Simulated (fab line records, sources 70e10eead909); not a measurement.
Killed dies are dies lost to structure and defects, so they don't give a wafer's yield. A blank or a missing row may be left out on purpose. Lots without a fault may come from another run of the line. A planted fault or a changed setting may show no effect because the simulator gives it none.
A struck lot beside a sound one | flow nand_harc | 14 steps out of a route of 1302
Sound: wafers L425.1, L425.3, L425.4. Struck: wafers L419.1, L419.3, L419.5. The cause comes at the end.
At each step with rows: each side's tool, then ch and its chambers, then its first start. Under that, the readings that differ: sound wafers | struck wafers | difference of the means | sigmas: that difference in standard deviations of wafers without a fault.
alike: readings whose means differ by less than 2 such deviations, and words and numbers that are the same on both sides. not compared: withheld readings, readings that some wafer has no value for, bounds like >300 that may hide the same value, and numbers for which the record gives no deviation and whose values overlap.
The two part at a step that has a row with sigmas, a row that says differs or no value, or rows on one side only. Numbers that don't overlap but have no deviation are shown without sigmas and don't part them. A reading that every wafer of one side lacks parts them only if that side has two wafers or more.

first, 1 step without rows for these wafers: NHARC_A_M0_DEVELOP_08 (develop time 35 s).
NHARC_A_M0_CD_MEAS_09: target cd 80 nm.
  sound on cd_sem-03 ch 0, day 31 06:02; struck on cd_sem-03 ch 0, day 28 12:31
  alike: cd_nm
NHARC_A_M0_OVL_MEAS_10: pitch 160 nm.
  sound on overlay-01, day 31 06:08; struck on overlay-01, day 28 12:37
  alike: overlay_x_nm, overlay_y_nm
NHARC_A_M0_INSPECT_11:
  sound on defect_inspect-02, day 31 06:10; struck on defect_inspect-02, day 28 12:38
  alike: raw_defect_count
NHARC_A_M0_DESCUM_14: chemistry O2, time 3 s.
  sound on rie_diel-07 ch 0,2,3, day 31 06:14; struck on rie_diel-10 ch 0,1, day 28 12:42
  alike: drypump_motor_current_A, mfc_ar_sccm, oes_product_au, rf_vpp_V, showerhead_plenum_p_Torr, throttle_valve_pct
  not compared: rf_hours_counter_h
NHARC_A_M0_ETCH_34: etches the open film in N2/H2, target depth 40 nm, overetch 12 nm, time 43.94 s.
  sound on rie_diel-07 ch 0,1,2, day 31 06:19; struck on rie_diel-10 ch 0,2,3, day 28 12:47
  alike: drypump_motor_current_A, mfc_ar_sccm, oes_product_au, rf_vpp_V, showerhead_plenum_p_Torr, throttle_valve_pct
  not compared: rf_hours_counter_h
NHARC_A_M0_ETCH_15: etches the open film in C4F8/Ar, target depth 150 nm, overetch 15 nm, time 82.5 s.
  sound on rie_diel-07 ch 0,2,3; struck on rie_diel-10 ch 1,2
  alike: oes_product_au, rf_vpp_V
  not compared: rf_hours_counter_h
NHARC_A_M0_CD_MEAS_16:
  sound on cd_sem-01, day 31 06:32; struck on cd_sem-02, day 28 13:00
  alike: cd_nm
NHARC_A_M0_STRIP_18: strips in N2/H2.
  sound on rie_diel-10 ch 0,1,3, day 31 06:37; struck on rie_diel-01 ch 1,2,3, day 28 13:06
  alike: drypump_motor_current_A, mfc_ar_sccm, oes_product_au, rf_vpp_V, showerhead_plenum_p_Torr, throttle_valve_pct
  not compared: rf_hours_counter_h
then, 3 steps without rows for these wafers: NHARC_A_M0_STRIP_19 (strips in post etch residue remover, time 600 s); NHARC_A_M0_DEGAS_28 (time 60 s); NHARC_A_M0_PRE_CLEAN_29 (time 30 s).
NHARC_A_M0_PVD_20: deposits TaN, target thk 5 nm, time 8.06 s.
  sound on pvd_sputter-02, day 31 07:16; struck on pvd_sputter-01, day 28 13:47
  no value came back on the struck wafers for bias_v (V), cathode_dc_power_W (W), throttle_valve_pct (%); on the sound wafers bias_v (V) reads 169.5 167.8 171.0
NHARC_A_M0_PVD_21: deposits Cu, target thk 30 nm, time 20.49 s.
  sound on pvd_sputter-02; struck on pvd_sputter-01
  alike: cathode_dc_power_W, chamber_pressure_pa, throttle_valve_pct

WHERE THEY PART
Only at NHARC_A_M0_PVD_20, within this record. Later steps at which nothing parts them and some readings are alike: NHARC_A_M0_PVD_21.

WHY: what the simulator had put in
Skipped step whole: pvd_sputter-01, from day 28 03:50 on, at NHARC_A_M0_PVD_20. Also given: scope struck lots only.
